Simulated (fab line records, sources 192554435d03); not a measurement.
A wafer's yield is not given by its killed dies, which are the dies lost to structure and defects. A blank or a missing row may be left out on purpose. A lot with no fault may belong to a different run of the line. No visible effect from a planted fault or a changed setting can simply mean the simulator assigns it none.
fab line records | flow n5-finfet
record: lots: 10 wafers: 30 last-day: 18
route steps=1938 shown BEOL_M13@1679 PASSIVATION@1936
lots that met no fault: from a run of the same line without faults
start-h: hours from the record's first day to the start of the lot's first wafer shown | wait-h: how many hours have passed since the lot's step before this one | " as in the row above | L1.1+2: several wafers, shown together as one row | - either no value or no given start | * or withheld: withheld | < > ~ a bound
route shown NAME@n: NAME is a module with steps in the file, n the number in the route of the first one | usual: mean and standard deviation over wafers with no fault | same: alike in all rows | chamber/n: place in a boat | sites: the reading at each site | _std_site: how widely they spread, as a standard deviation | _edge_site: inner sites' mean taken away from outer sites' mean | radius-mm: how far each site lies from the wafer's centre | mask NAME#n: copy n | behind: tool/chamber where the wafer was last shaped | hold: what put the lot on hold/how long, in hours/how the hold closed | device: transistor that didn't switch, given as n, p or np | end of line: tests run on the same wafers once the route is complete | a step with no rows: only its recipe | killed: count of dies lost to structure and defects at first sort (not the wafer's yield) | map: per-die view of a wafer (x killed, . not killed, _ where there is no die)
set.NAME: the setting as run; set.NAME@STEP: as run at that earlier step | model.NAME: the simulator's own value behind a step, which no gauge read
steps of the route over a sample of lots; a table a step, a row a wafer
services: a tool's chamber out of use, with start hour (start-h, from the record's first day; less than 0 if before it), hours out, and reason
== steps ==
step: N5_BEOL_M13_CD_MEAS_17
recipe: target-cd-nm: 190 polarity: opening
usual: cd-nm: 190.0/1.4
columns lot.wafer tool chamber start-h wait-h cd-nm
L919.1 cd-sem-01 - 260.65 0.0 189.3
L919.2 " - " " 190.7
L919.4 " - " " 190.2
L926.1 cd-sem-01 - 282.06 0.0 191.1
L926.2 " - " " 191.0
L926.3 " - " " 190.7
L927.2 cd-sem-02 - 300.66 0.0 189.4
L927.4 " - " " 190.6
L927.5 " - " " 188.8
L929.2 cd-sem-01 - 309.91 0.0 189.2
L929.3 " - " " 189.9
L929.6 " - " " 191.3
L930.1 cd-sem-03 - 314.18 0.0 188.1
L930.3 " - " " 188.7
L930.6 " - " " 190.1
L932.1 cd-sem-01 - 325.72 0.0 190.3
L932.5 " - " " 189.3
L932.6 " - " " 190.1
L933.1 cd-sem-01 - 327.59 0.0 190.6
L933.3 " - " " 190.5
L933.4 " - " " 189.9
L931.1 cd-sem-01 - 335.42 0.0 189.1
L931.4 " - " " 188.9
L931.6 " - " " 189.2
L936.1 cd-sem-02 - 340.60 0.0 188.8
L936.3 " - " " 187.8
L936.4 " - " " 189.0
L940.1 cd-sem-01 - 387.47 0.0 189.6
L940.3 " - " " 192.2
L940.5 " - " " 189.7
step: N5_BEOL_M13_ETCH_67
recipe: chemistry: CF4 target: SiARC target-depth-a: 1430 time-s: 238.3 ion-energy-ev: 80 pressure-mtorr: 40 source-w: 545 bias-w: 36 Ar_flow_sccm: 100 cf4-flow-sccm: 100 ends: cleared
usual: cf4-flow-sccm: 100.04/0.29 drypump-motor-current-A: 5.7/0.4 etch-rf-on-time-s: 238/4.2 oes-product-au: 0.69/0.088 rf-vpp-V: 183.7/1.2 showerhead-plenum-p-Torr: 2.11/0.064 throttle-valve-pct: 15.54/0.27
columns lot.wafer tool chamber start-h wait-h cf4-flow-sccm drypump-motor-current-A etch-rf-on-time-s oes-product-au rf-hours-counter-h rf-vpp-V showerhead-plenum-p-Torr throttle-valve-pct
L919.1 rie-diel-02 3 261.16 0.0 99.85 6.3 239 0.76 21 183.6 2.18 15.10
L919.2 " 0 " " 100.17 5.7 243 0.61 170 185.1 2.14 15.86
L919.4 " 1 " " 100.27 5.7 233 0.64 161 183.5 1.98 15.26
L926.1 rie-diel-04 3 283.57 0.0 100.23 5.8 241 0.60 244 183.7 2.11 15.89
L926.2 " 0 " " 100.30 5.6 242 0.57 237 183.7 2.11 16.01
L926.3 " 2 " " 100.40 5.7 237 0.78 27 182.9 2.11 15.51
L927.2 rie-diel-02 3 301.24 0.0 100.32 6.3 237 0.75 30 184.6 2.18 15.14
L927.4 " 2 " " 100.22 5.2 233 0.75 34 185.3 2.09 15.13
L927.5 " 2 " " 100.18 5.2 232 0.76 - 183.2 2.09 15.13
L929.2 rie-diel-02 3 310.36 0.0 100.12 6.2 238 0.74 33 184.2 2.18 15.12
L929.3 " 2 " " 100.11 5.1 231 0.75 37 184.4 2.09 15.14
L929.6 " 2 " " 99.64 5.2 232 0.75 - 183.4 2.09 15.12
L930.1 rie-diel-04 1 314.63 0.0 99.80 6.1 243 0.61 205 183.5 2.21 15.63
L930.3 " 0 " " 100.08 5.6 242 0.57 250 184.4 2.11 16.04
L930.6 " 0 " " 99.65 5.6 241 0.57 - 182.7 2.11 16.01
L932.1 rie-diel-04 1 326.53 0.0 100.14 6.1 242 0.61 210 185.3 2.21 15.63
L932.5 " 1 " " 100.08 6.1 240 0.61 - 184.4 2.21 15.63
L932.6 " 2 " " 99.52 5.7 234 0.75 - 184.1 2.10 15.52
L933.1 rie-diel-02 2 328.05 0.0 129.98 5.2 228 0.75 43 183.0 2.29 16.32
L933.3 " 0 " " 130.32 5.7 234 0.62 188 183.4 2.33 17.08
L933.4 " 3 " " 130.53 6.3 231 0.75 39 184.7 2.38 16.31
L931.1 rie-diel-04 3 336.00 0.0 99.67 5.8 232 0.84 5 184.1 2.10 15.41
L931.4 " 0 " " 99.76 5.6 237 0.85 0 183.5 2.11 15.54
L931.6 " 0 " " 99.64 5.6 238 0.85 - 182.6 2.11 15.55
L936.1 rie-diel-02 1 341.05 0.0 129.71 5.7 225 0.64 181 182.5 2.16 16.46
L936.3 " 2 " " 129.69 5.2 225 0.76 46 182.1 2.29 16.33
L936.4 " 3 " " 130.11 6.3 228 0.75 42 186.6 2.38 16.32
L940.1 rie-diel-04 3 387.92 0.0 100.20 5.8 233 0.80 22 184.3 2.10 15.43
L940.3 " 0 " " 100.19 5.6 237 0.80 16 183.1 2.10 15.58
L940.5 " 3 " " 99.94 5.8 236 0.79 - 184.5 2.10 15.45
step: N5_BEOL_M13_TRENCH_ETCH_34
recipe: chemistry: C4F8/O2/Ar target: SiOC target-depth-a: 4134.7 mask-material: SOC pressure-mtorr: 30 source-w: 3000 bias-w: 700 Ar_flow_sccm: 400 C4F8_flow_sccm: 15 O2_flow_sccm: 8 he-inner-torr: 15 he-outer-torr: 30 time-s: 162.6 ion-energy-ev: 250
usual: drypump-motor-current-A: 5.8/0.39 oes-product-au: 0.81/0.1 rf-vpp-V: 664/3 showerhead-plenum-p-Torr: 3.37/0.1 throttle-valve-pct: 24.11/0.27
columns lot.wafer tool chamber start-h wait-h drypump-motor-current-A oes-product-au rf-hours-counter-h rf-vpp-V showerhead-plenum-p-Torr throttle-valve-pct
L919.1 rie-diel-02 3 261.53 0.0 6.3 0.90 21 667 3.48 23.66
L919.2 " 0 " " 5.7 0.72 170 665 3.42 24.51
L919.4 " 1 " " 5.7 0.74 162 658 3.16 23.73
L926.1 rie-diel-04 3 283.94 0.0 5.8 0.70 244 663 3.36 24.38
L926.2 " 0 " " 5.6 0.67 238 663 3.37 24.53
L926.3 " 2 " " 5.7 0.90 27 663 3.36 24.14
L927.2 rie-diel-02 3 301.60 0.0 6.3 0.89 30 666 3.47 23.68
L927.4 " 2 " " 5.2 0.87 34 662 3.34 23.71
L927.5 " 2 " " 5.2 0.88 - 664 3.34 23.72
L929.2 rie-diel-02 3 310.73 0.0 6.3 0.88 33 667 3.47 23.67
L929.3 " 2 " " 5.2 0.88 37 664 3.34 23.71
L929.6 " 2 " " 5.2 0.88 - 664 3.34 23.71
L930.1 rie-diel-04 1 314.99 0.0 6.1 0.71 206 668 3.52 24.11
L930.3 " 0 " " 5.6 0.67 250 662 3.36 24.54
L930.6 " 0 " " 5.6 0.66 - 664 3.36 24.53
L932.1 rie-diel-04 1 326.89 0.0 6.1 0.71 210 668 3.52 24.11
L932.5 " 1 " " 6.1 0.71 - 670 3.52 24.12
L932.6 " 2 " " 5.7 0.87 - 663 3.35 24.18
L933.1 rie-diel-02 2 328.41 0.0 5.2 0.87 43 664 3.34 23.71
L933.3 " 0 " " 5.7 0.71 188 666 3.41 24.53
L933.4 " 3 " " 6.3 0.87 39 666 3.47 23.69
L931.1 rie-diel-04 3 336.37 0.0 5.8 0.98 5 664 3.35 24.04
L931.4 " 0 " " 5.6 0.98 1 662 3.36 24.22
L931.6 " 0 " " 5.6 0.99 - 664 3.36 24.23
L936.1 rie-diel-02 1 341.42 0.0 5.7 0.73 182 658 3.15 23.74
L936.3 " 2 " " 5.1 0.87 46 664 3.33 23.73
L936.4 " 3 " " 6.3 0.88 42 668 3.47 23.70
L940.1 rie-diel-04 3 388.28 0.0 5.8 0.93 22 665 3.35 24.09
L940.3 " 0 " " 5.6 0.92 16 664 3.35 24.23
L940.5 " 3 " " 5.8 0.93 - 664 3.35 24.07
step: N5_BEOL_M13_STRIP_37
recipe: chemistry: N2/H2 power-w: 1000 temp-c: 250 h2-frac: 0.65 overash-fraction: 0.3 pressure-mtorr: withheld n2-flow-sccm: 1750 h2-flow-sccm: 3250
usual: drypump-motor-current-A: 5.2/0.47 heater-power-w: 333/53 oes-product-au: 0.785/0.011
columns lot.wafer tool chamber start-h wait-h drypump-motor-current-A heater-power-w oes-product-au rf-hours-counter-h
L919.1 plasma-asher-01 0 261.75 0.0 5.1 319 0.780 74
L919.2 " 1 " " 4.7 380 0.778 74
L919.4 " 0 " " 5.1 324 0.774 -
L926.1 plasma-asher-01 1 284.15 0.0 4.7 375 0.777 79
L926.2 " 0 " " 5.1 336 0.784 79
L926.3 " 0 " " 5.2 327 0.797 -
L927.2 plasma-asher-01 1 301.82 0.0 4.7 387 0.785 81
L927.4 " 1 " " 4.7 368 0.784 -
L927.5 " 1 " " 4.7 371 0.796 -
L929.2 plasma-asher-01 1 310.94 0.0 4.7 385 0.783 83
L929.3 " 1 " " 4.7 379 0.797 -
L929.6 " 0 " " 5.1 325 0.807 -
L930.1 plasma-asher-02 0 315.21 0.0 5.7 368 0.795 131
L930.3 " 1 " " 6.0 230 0.807 -
L930.6 " 0 " " 5.7 371 0.787 -
L932.1 plasma-asher-02 0 327.11 0.0 5.7 368 0.790 134
L932.5 " 0 " " 5.7 370 0.766 -
L932.6 " 1 " " 6.0 227 0.789 -
L933.1 plasma-asher-01 0 328.63 0.0 5.1 332 0.788 87
L933.3 " 0 " " 5.2 319 0.791 -
L933.4 " 1 " " 4.7 375 0.802 -
L931.1 plasma-asher-02 0 336.58 0.0 5.7 370 0.771 136
L931.4 " 0 " " 5.7 380 0.783 -
L931.6 " 0 " " 5.7 373 0.785 -
L936.1 plasma-asher-02 0 341.63 0.0 5.7 373 0.790 137
L936.3 " 0 " " 5.7 379 0.787 -
L936.4 " 1 " " 6.0 229 0.773 -
L940.1 plasma-asher-02 1 388.50 0.0 6.0 222 0.788 148
L940.3 " 0 " " 5.7 369 0.768 -
L940.5 " 1 " " 6.0 224 0.779 -
step: N5_PASSIVATION_PROBE_49
usual: defect-limited-yield: 91.5/1.3 killed_at_M0_to_M3: 33/11 killed_at_M4_up: 14/5.3 killed-at-contacts: 11/6.3 killed-at-front-end: 38/10 killed-at-other: 3.7/2.8 killed-dies: 101/16 killed-open: 67/12 killed-short: 32/7.4 sort_bin_5_function: 5.0/0.86 sort_bin_6_memory: 3.2/0.69 sort-n-pass: 1079/16 sort-yield-pct: 91.5/1.3
same: gross-dies: 1180 killed-at-back-side: 0 sort_bin_4_leakage[%]: 0 sort_bin_8_speed[%]: 0
columns lot.wafer tool chamber start-h wait-h defect-limited-yield[%] killed_at_M0_to_M3 killed_at_M4_up killed-at-contacts killed-at-front-end killed-at-other killed-dies killed-open killed-short sort_bin_5_function[%] sort_bin_6_memory[%] sort-n-pass sort-yield-pct[%]
L919.1 prober-02 - 299.56 0.0 92.4 25 15 10 39 1 90 53 33 3.7 3.3 1090 92.4
L919.2 prober-02 - 299.61 0.1 92.6 29 13 4 39 2 87 53 34 5.1 2.1 1093 92.6
L919.4 prober-02 - 299.71 0.2 92.4 20 11 6 53 0 90 59 29 4.8 2.7 1090 92.4
L926.1 prober-02 - 312.13 0.0 93.7 26 10 8 27 3 74 53 20 3.9 2.1 1106 93.7
L926.2 prober-02 - 312.18 0.1 91.4 41 8 10 35 7 101 67 34 5.3 3.1 1079 91.4
L926.3 prober-02 - 312.23 0.1 93.4 18 8 8 38 6 78 52 25 4.0 2.5 1102 93.4
L927.2 prober-02 - 333.15 0.1 90.9 22 11 12 61 1 107 73 33 4.8 4.0 1073 90.9
L927.4 prober-02 - 333.25 0.2 92.2 29 15 8 34 6 92 69 19 4.8 2.9 1088 92.2
L927.5 prober-02 - 333.30 0.2 90.8 25 21 11 46 5 108 77 28 5.3 3.5 1072 90.8
L929.2 prober-01 - 347.54 0.1 89.9 47 10 14 42 6 119 76 40 5.6 3.9 1061 89.9
L929.3 prober-01 - 347.59 0.1 88.3 53 19 12 51 3 138 94 43 7.5 4.0 1042 88.3
L929.6 prober-01 - 347.74 0.3 90.9 43 21 17 24 2 107 78 28 5.9 3.1 1073 90.9
L930.1 prober-02 - 350.45 0.0 91.9 27 12 4 49 4 96 57 38 5.0 2.7 1084 91.9
L930.3 prober-02 - 350.55 0.1 93.8 31 11 1 24 6 73 44 28 4.0 2.2 1107 93.8
L930.6 prober-02 - 350.70 0.3 92.6 25 18 5 36 3 87 55 31 4.3 2.9 1093 92.6
L932.1 prober-01 - 356.41 0.0 92.0 23 28 14 26 3 94 66 27 5.1 2.5 1086 92.0
L932.5 prober-01 - 356.61 0.2 93.3 28 10 6 31 4 79 60 18 4.1 2.5 1101 93.3
L932.6 prober-01 - 356.66 0.3 90.8 22 17 5 56 8 108 73 34 5.5 3.6 1072 90.8
L933.1 prober-02 - 362.77 0.0 91.4 41 6 3 44 7 101 48 49 4.7 3.3 1079 91.4
L933.3 prober-02 - 362.87 0.1 91.8 28 17 8 44 0 97 66 31 5.5 2.3 1083 91.8
L933.4 prober-02 - 362.92 0.2 92.2 48 8 2 28 6 92 57 34 4.2 3.4 1088 92.2
L931.1 prober-01 - 364.95 0.0 91.4 34 30 6 27 4 101 75 23 4.8 3.6 1079 91.4
L931.4 prober-01 - 365.10 0.2 92.1 26 15 7 32 13 93 55 37 4.9 2.7 1087 92.1
L931.6 prober-01 - 365.20 0.3 91.9 21 8 14 38 15 96 64 32 4.2 3.6 1084 91.9
L936.1 prober-01 - 372.02 0.0 92.2 32 13 7 38 2 92 58 30 4.9 2.5 1088 92.2
L936.3 prober-01 - 372.12 0.1 91.2 28 13 15 45 3 104 68 30 4.4 4.0 1076 91.2
L936.4 prober-01 - 372.17 0.2 93.6 24 12 5 33 2 76 36 37 3.9 2.2 1104 93.6
L940.1 prober-02 - 422.11 0.0 91.4 32 10 15 42 2 101 69 30 4.8 3.4 1079 91.4
L940.3 prober-02 - 422.21 0.1 91.3 28 6 12 54 3 103 68 35 5.2 3.2 1077 91.3
L940.5 prober-02 - 422.31 0.2 90.9 51 8 10 27 11 107 66 39 5.3 3.0 1073 90.9
killed by level:class
L919.1 FIN_SAQP:geometric-particle:short=10 BEOL_M0_SAQP:geometric-particle:short=9 BEOL_M0_SAQP:geometric-particle:open=9 MOL_CONTACT_COAG:geometric-particle:open=8 FIN_SAQP:geometric-particle:open=7 GATE_CUT:geometric-particle:short=5 BEOL_M4:geometric-particle:open=5 DUMMY_GATE:geometric-particle:open=3
L919.2 FIN_SAQP:geometric-particle:open=16 FIN_SAQP:geometric-particle:short=6 GATE_CUT:geometric-particle:short=6 BEOL_M2:geometric-particle:open=6 BEOL_M5:geometric-particle:short=6 BEOL_M0_SAQP:geometric-particle:open=5 BEOL_M0_SAQP:geometric-particle:short=5 GATE_CUT:geometric-particle:open=4
L919.4 FIN_SAQP:geometric-particle:open=21 FIN_SAQP:geometric-particle:short=11 BEOL_M0_SAQP:geometric-particle:open=11 BEOL_M4:geometric-particle:open=7 GATE_CUT:geometric-particle:short=6 BEOL_M0_SAQP:geometric-particle:short=5 GATE_CUT:geometric-particle:open=4 MOL_CONTACT_COAG:geometric-particle:open=4
L926.1 BEOL_M3:geometric-particle:open=8 BEOL_M2:geometric-particle:open=7 STI_FIN_REVEAL:geometric-particle:open=6 MOL_CONTACT_COAG:geometric-particle:open=6 FIN_SAQP:geometric-particle:open=5 FIN_SAQP:geometric-particle:short=4 BEOL_M5:geometric-particle:open=4 BEOL_M1:geometric-particle:open=3
L926.2 BEOL_M3:geometric-particle:open=18 FIN_SAQP:geometric-particle:short=10 MOL_CONTACT_COAG:geometric-particle:open=9 STI_FIN_REVEAL:geometric-particle:open=8 BEOL_M0_SAQP:geometric-particle:open=6 BEOL_M0_SAQP:geometric-particle:short=5 GATE_CUT:geometric-particle:short=4 BEOL_M1:geometric-particle:open=4
L926.3 FIN_SAQP:geometric-particle:open=8 STI_FIN_REVEAL:geometric-particle:open=6 BEOL_M3:geometric-particle:open=6 BEOL_M4:geometric-particle:open=6 MOL_CONTACT_COAG:geometric-particle:open=5 DUMMY_GATE:geometric-particle:open=4 GATE_CUT:geometric-particle:short=4 STARTING-WAFER:geometric-particle:short=4
L927.2 STI_FIN_REVEAL:geometric-particle:open=26 FIN_SAQP:geometric-particle:open=9 MOL_CONTACT_COAG:geometric-particle:open=8 STI_FIN_REVEAL:geometric-particle:short=6 GATE_CUT:geometric-particle:short=6 BEOL_M2:geometric-particle:open=6 BEOL_M7:geometric-particle:open=4 FIN_SAQP:geometric-particle:short=3
L927.4 STI_FIN_REVEAL:geometric-particle:open=14 BEOL_M2:geometric-particle:open=10 MOL_CONTACT_COAG:geometric-particle:open=7 BEOL_M4:geometric-particle:open=7 BEOL_M3:geometric-particle:open=4 GATE_CUT:geometric-particle:open=3 BEOL_M0_SAQP:geometric-particle:short=3 BEOL_M0_SAQP:geometric-particle:open=3
L927.5 BEOL_M4:geometric-particle:open=14 STI_FIN_REVEAL:geometric-particle:open=11 BEOL_M3:geometric-particle:open=9 MOL_CONTACT_COAG:geometric-particle:open=8 DUMMY_GATE:geometric-particle:open=6 FIN_SAQP:geometric-particle:short=5 GATE_CUT:geometric-particle:short=4 BEOL_M2:geometric-particle:open=4
L929.2 STI_FIN_REVEAL:geometric-particle:open=16 BEOL_M0_SAQP:geometric-particle:open=15 MOL_CONTACT_COAG:geometric-particle:open=13 BEOL_M2:geometric-particle:open=8 FIN_SAQP:geometric-particle:short=7 BEOL_M0_SAQP:geometric-particle:short=7 BEOL_M1:geometric-particle:open=6 BEOL_M3:geometric-particle:open=4
L929.3 STI_FIN_REVEAL:geometric-particle:open=20 MOL_CONTACT_COAG:geometric-particle:open=11 BEOL_M0_SAQP:geometric-particle:short=11 BEOL_M1:geometric-particle:open=11 BEOL_M0_SAQP:geometric-particle:open=10 BEOL_M1:geometric-particle:short=8 STI_FIN_REVEAL:geometric-particle:short=6 BEOL_M2:geometric-particle:open=6
L929.6 BEOL_M2:geometric-particle:open=19 MOL_CONTACT_COAG:geometric-particle:open=12 BEOL_M4:geometric-particle:open=12 BEOL_M1:geometric-particle:open=7 GATE_CUT:geometric-particle:short=5 MOL_CONTACT_COAG:geometric-particle:short=5 BEOL_M3:geometric-particle:open=5 STI_FIN_REVEAL:geometric-particle:open=4
L930.1 FIN_SAQP:geometric-particle:short=14 BEOL_M3:geometric-particle:open=11 STI_FIN_REVEAL:geometric-particle:open=8 GATE_CUT:geometric-particle:short=8 BEOL_M0_SAQP:geometric-particle:open=5 FIN_SAQP:geometric-particle:open=4 MOL_CONTACT_COAG:geometric-particle:open=4 BEOL_M4:geometric-particle:open=4
L930.3 BEOL_M1:geometric-particle:open=10 BEOL_M0_SAQP:geometric-particle:open=8 DUMMY_GATE:geometric-particle:open=7 BEOL_M4:geometric-particle:open=6 FIN_SAQP:geometric-particle:short=5 BEOL_M3:geometric-particle:open=5 PAD_METAL:geometric-particle:short=4 BEOL_M1:geometric-particle:short=3
L930.6 BEOL_M4:geometric-particle:open=11 FIN_SAQP:geometric-particle:short=8 BEOL_M2:geometric-particle:open=8 GATE_CUT:geometric-particle:short=7 FIN_SAQP:geometric-particle:open=5 DUMMY_GATE:geometric-particle:open=5 MOL_CONTACT_COAG:geometric-particle:open=5 BEOL_M0_SAQP:geometric-particle:open=5
L932.1 BEOL_M4:geometric-particle:open=12 MOL_CONTACT_COAG:geometric-particle:open=11 FIN_SAQP:geometric-particle:short=6 BEOL_M4:geometric-particle:short=6 FIN_SAQP:geometric-particle:open=5 BEOL_M0_SAQP:geometric-particle:open=5 BEOL_M0_SAQP:geometric-particle:short=5 BEOL_M5:geometric-particle:open=5
L932.5 STI_FIN_REVEAL:geometric-particle:open=9 BEOL_M2:geometric-particle:open=9 BEOL_M3:geometric-particle:open=7 MOL_CONTACT_COAG:geometric-particle:open=6 FIN_SAQP:geometric-particle:open=5 BEOL_M0_SAQP:geometric-particle:short=4 BEOL_M0_SAQP:geometric-particle:open=4 FIN_SAQP:geometric-particle:short=3
L932.6 FIN_SAQP:geometric-particle:open=14 STI_FIN_REVEAL:geometric-particle:open=11 FIN_SAQP:geometric-particle:short=8 BEOL_M3:geometric-particle:open=8 BEOL_M4:geometric-particle:open=6 MOL_CONTACT_COAG:geometric-particle:open=5 BEOL_M4:geometric-particle:short=5 MIM_TOP:geometric-particle:short=5
L933.1 FIN_SAQP:geometric-particle:short=12 BEOL_M0_SAQP:geometric-particle:short=11 BEOL_M3:geometric-particle:open=8 BEOL_M0_SAQP:geometric-particle:open=8 BEOL_M1:geometric-particle:open=8 STI_FIN_REVEAL:geometric-particle:open=7 STI_FIN_REVEAL:geometric-particle:short=6 ILD0:geometric-particle:open=3
L933.3 STI_FIN_REVEAL:geometric-particle:open=13 FIN_SAQP:geometric-particle:short=11 MOL_CONTACT_COAG:geometric-particle:open=7 BEOL_M3:geometric-particle:open=7 BEOL_M0_SAQP:geometric-particle:open=6 FIN_SAQP:geometric-particle:open=5 DUMMY_GATE:geometric-particle:open=5 BEOL_M4:geometric-particle:open=5
L933.4 STI_FIN_REVEAL:geometric-particle:open=11 BEOL_M3:geometric-particle:open=11 BEOL_M0_SAQP:geometric-particle:short=10 BEOL_M0_SAQP:geometric-particle:open=9 FIN_SAQP:geometric-particle:short=5 BEOL_M0:geometric-particle:open=5 BEOL_M1:geometric-particle:open=4 BEOL_M3:geometric-particle:short=4
L931.1 BEOL_M4:geometric-particle:open=20 BEOL_M3:geometric-particle:open=9 MOL_CONTACT_COAG:geometric-particle:open=6 BEOL_M0:geometric-particle:open=6 STI_FIN_REVEAL:geometric-particle:open=4 FIN_SAQP:geometric-particle:open=3 FIN_SAQP:geometric-particle:short=3 DUMMY_GATE:geometric-particle:open=3
L931.4 BEOL_M1:geometric-particle:open=7 BEOL_M3:geometric-particle:open=7 MIM_BOT:geometric-particle:short=7 DUMMY_GATE:geometric-particle:open=6 GATE_CUT:geometric-particle:open=5 FIN_SAQP:geometric-particle:short=4 MOL_CONTACT_COAG:geometric-particle:open=4 BEOL_M4:geometric-particle:open=4
L931.6 MOL_CONTACT_COAG:geometric-particle:open=8 BEOL_M2:geometric-particle:open=8 MIM_BOT:geometric-particle:open=7 MOL_CONTACT_COAG:geometric-particle:short=6 STI_FIN_REVEAL:geometric-particle:open=5 GATE_CUT:geometric-particle:open=5 FIN_SAQP:geometric-particle:open=4 DUMMY_GATE:geometric-particle:open=4
L936.1 FIN_SAQP:geometric-particle:open=9 BEOL_M0_SAQP:geometric-particle:short=9 BEOL_M0_SAQP:geometric-particle:open=9 FIN_SAQP:geometric-particle:short=7 MOL_CONTACT_COAG:geometric-particle:open=7 BEOL_M2:geometric-particle:open=6 DUMMY_GATE:geometric-particle:open=4 GATE_CUT:geometric-particle:short=4
L936.3 MOL_CONTACT_COAG:geometric-particle:open=11 FIN_SAQP:geometric-particle:open=10 BEOL_M2:geometric-particle:open=9 FIN_SAQP:geometric-particle:short=6 GATE_CUT:geometric-particle:short=6 BEOL_M0_SAQP:geometric-particle:open=6 DUMMY_GATE:geometric-particle:open=5 BEOL_M1:geometric-particle:open=5
L936.4 BEOL_M0_SAQP:geometric-particle:short=8 FIN_SAQP:geometric-particle:open=6 FIN_SAQP:geometric-particle:short=6 GATE_CUT:geometric-particle:short=5 MOL_CONTACT_COAG:geometric-particle:open=5 BEOL_M4:geometric-particle:open=5 BEOL_M0_SAQP:geometric-particle:open=4 BEOL_M2:geometric-particle:short=4
L940.1 STI_FIN_REVEAL:geometric-particle:open=14 MOL_CONTACT_COAG:geometric-particle:open=11 BEOL_M1:geometric-particle:open=8 BEOL_M3:geometric-particle:open=8 STI_FIN_REVEAL:geometric-particle:short=5 BEOL_M2:geometric-particle:open=5 STARTING-WAFER:geometric-particle:short=5 FIN_SAQP:geometric-particle:open=4
L940.3 STI_FIN_REVEAL:geometric-particle:open=13 MOL_CONTACT_COAG:geometric-particle:open=10 FIN_SAQP:geometric-particle:short=8 BEOL_M1:geometric-particle:open=6 BEOL_M0_SAQP:geometric-particle:open=6 FIN_CUT:geometric-particle:open=5 FIN_SAQP:geometric-particle:open=4 BEOL_M4:geometric-particle:open=4
L940.5 BEOL_M3:geometric-particle:open=12 MOL_CONTACT_COAG:geometric-particle:open=10 BEOL_M0_SAQP:geometric-particle:short=10 BEOL_M2:geometric-particle:open=8 FIN_SAQP:geometric-particle:short=6 BEOL_M1:geometric-particle:open=5 BEOL_M4:geometric-particle:open=5 PASS1_CAP:geometric-particle:short=5
== services ==
columns tool chamber start-h hours kind
rie-diel-04 2 250.08 2.5 repair
rie-diel-04 3 257.50 8.1 repair
rie-diel-02 - 270.26 14.6 pm
rie-diel-02 - 289.47 0.3 repair
rie-diel-04 3 298.96 - clean
rie-diel-04 3 298.96 - consumable-replace:focus-ring
rie-diel-04 3 298.96 20.0 scheduled-down
rie-diel-04 3 298.96 20.0 vent-cycle
plasma-asher-01 - 300.02 1.0 repair
rie-diel-04 0 318.99 - clean
rie-diel-04 0 318.99 - consumable-replace:focus-ring
rie-diel-04 0 318.99 15.8 scheduled-down
rie-diel-04 0 318.99 15.8 vent-cycle
plasma-asher-01 - 346.36 2.7 repair
== key ==
first-sign: step: N5_BEOL_M13_ETCH_67 reading: cf4-flow-sccm direction: up sigmas: 99+ usual: 100.04 struck: 130.06
effect: step: N5_BEOL_M13_ETCH_67 reading: throttle-valve-pct direction: up sigmas: 3.4 usual: * struck: *
met-at N5_BEOL_M13_ETCH_67
struck-lots L933,L936
not-acting-at N5_BEOL_M13_CD_MEAS_17,N5_BEOL_M13_TRENCH_ETCH_34,N5_BEOL_M13_STRIP_37
onset-between 310.36 328.05
fault: kind: process-parameter-drift tool: rie-diel-02 chamber: - onset-h: 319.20 steps: N5_BEOL_M13_ETCH_67 channel: cf4-flow-sccm offset: 30 shape: step end-h: 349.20 acts-in: these-recipes-only stated: 100
